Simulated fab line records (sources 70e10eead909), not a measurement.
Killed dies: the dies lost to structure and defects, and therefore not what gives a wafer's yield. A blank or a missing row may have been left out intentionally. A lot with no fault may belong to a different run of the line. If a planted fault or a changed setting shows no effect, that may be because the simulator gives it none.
A lot that was struck, set against a sound lot | flow nandHarc | 19 out of 1302 route steps
Sound: these wafers, L539.2, L539.3, L539.5. Struck: wafers L542.3, L542.4, L542.5. The cause is named last.
Order at every step that has rows: each side's tool, ch and its chambers, its first start. Under that, the readings that differ: sound wafers | struck wafers | difference of the means | sigmas: that difference in standard deviations of wafers without a fault.
alike: words and numbers the same on both sides, and readings whose means are apart by under 2 such deviations; not compared: readings that were withheld, readings missing a value for some wafer, numbers with overlapping values and no deviation given by the record, and bounds like >300 which may hide the same value.
The two part at a step that has a row with sigmas, a row that says differs or no value, or rows on one side only. Numbers that have no deviation but don't overlap get no sigmas and don't part them. A reading missing from all wafers of one side parts the sides only when that side holds two or more wafers.

NHARC_P_ZERO_WELL_CD_MEAS_37 targets a cd of 720 nm.
  sound on cdSem-02 ch 0, day 4 22:06; struck on cdSem-02 ch 0, day 6 06:05
  alike: cdNm
then, 1 step without rows for these wafers: NHARC_P_ZERO_WELL_HARDBAKE_38 (time 80 s).
NHARC_P_ZERO_WELL_DESCUM_39: chemistry O2, time 3 s.
  sound on rieDiel-13 ch 2,3, day 4 22:16; struck on rieDiel-13 ch 1,2, day 6 06:14
  alike: drypumpMotorCurrentA, oesProductAu, rfVppV, showerheadPlenumPTorr, throttleValvePct
  not compared: rfHoursCounterH
then, 9 steps without rows for these wafers: NHARC_P_ZERO_WELL_IMPLANT_40; NHARC_P_ZERO_WELL_IMPLANT_59; NHARC_P_ZERO_WELL_IMPLANT_60; NHARC_P_ZERO_WELL_STRIP_41 (strips in SPM, time 840 s); NHARC_P_ZERO_WELL_DEHYDRATE_44 (time 120 s); NHARC_P_ZERO_WELL_HMDS_45 (time 30 s); NHARC_P_ZERO_WELL_COAT_46; NHARC_P_ZERO_WELL_SOFTBAKE_47 (time 95 s); NHARC_P_ZERO_WELL_EBR_48.
NHARC_P_ZERO_WELL_EXPOSE_49: exposes mask P HVPW, target cd 2000 nm.
  sound on krfScanner-01 ch 0, day 4 23:28; struck on krfScanner-04 ch 0, day 6 07:26
reading | sound                      | struck                              | difference | sigmas
mask    | P_HVPW#0 P_HVPW#0 P_HVPW#0 | P_HVPW_R1#0 P_HVPW_R1#0 P_HVPW_R1#0 | differs    | 
then, 2 steps without rows for these wafers: NHARC_P_ZERO_WELL_PEB_50 (peb time 85 s); NHARC_P_ZERO_WELL_DEVELOP_51 (time 70 s).
NHARC_P_ZERO_WELL_CD_MEAS_52 targets a cd of 2000 nm.
  sound on cdSem-03 ch 0, day 4 23:37; struck on cdSem-01 ch 0, day 6 07:35
reading   | sound                | struck               | difference | sigmas
cdNm (nm) | 1999.3 1999.2 2000.3 | 1953.7 1954.6 1954.4 | -45.4      | -22
then, 1 step without rows for these wafers: NHARC_P_ZERO_WELL_HARDBAKE_53 (time 80 s).
NHARC_P_ZERO_WELL_DESCUM_54: chemistry O2, time 3 s.
  sound on rieDiel-13 ch 0,1, day 4 23:46; struck on rieDiel-02 ch 0,2,3, day 6 07:46
reading                     | sound             | struck            | difference | sigmas
oesProductAu (a.u.)         | 1.006 1.022 1.012 | 0.976 0.993 0.985 | -0.029     | -2
model.P_ZERO_WELL.cdNm (nm) | 1999 1999 2000    | 1953 1954 1955    | -45        | 
  alike: drypumpMotorCurrentA, rfVppV, showerheadPlenumPTorr, throttleValvePct
  not compared: rfHoursCounterH
next, for these wafers, 1 step has no rows: NHARC_P_ZERO_WELL_IMPLANT_55.

## WHERE THEY PART
First at NHARC_P_ZERO_WELL_EXPOSE_49; last, within this record, at NHARC_P_ZERO_WELL_DESCUM_54.

WHY: the cause the simulator had injected
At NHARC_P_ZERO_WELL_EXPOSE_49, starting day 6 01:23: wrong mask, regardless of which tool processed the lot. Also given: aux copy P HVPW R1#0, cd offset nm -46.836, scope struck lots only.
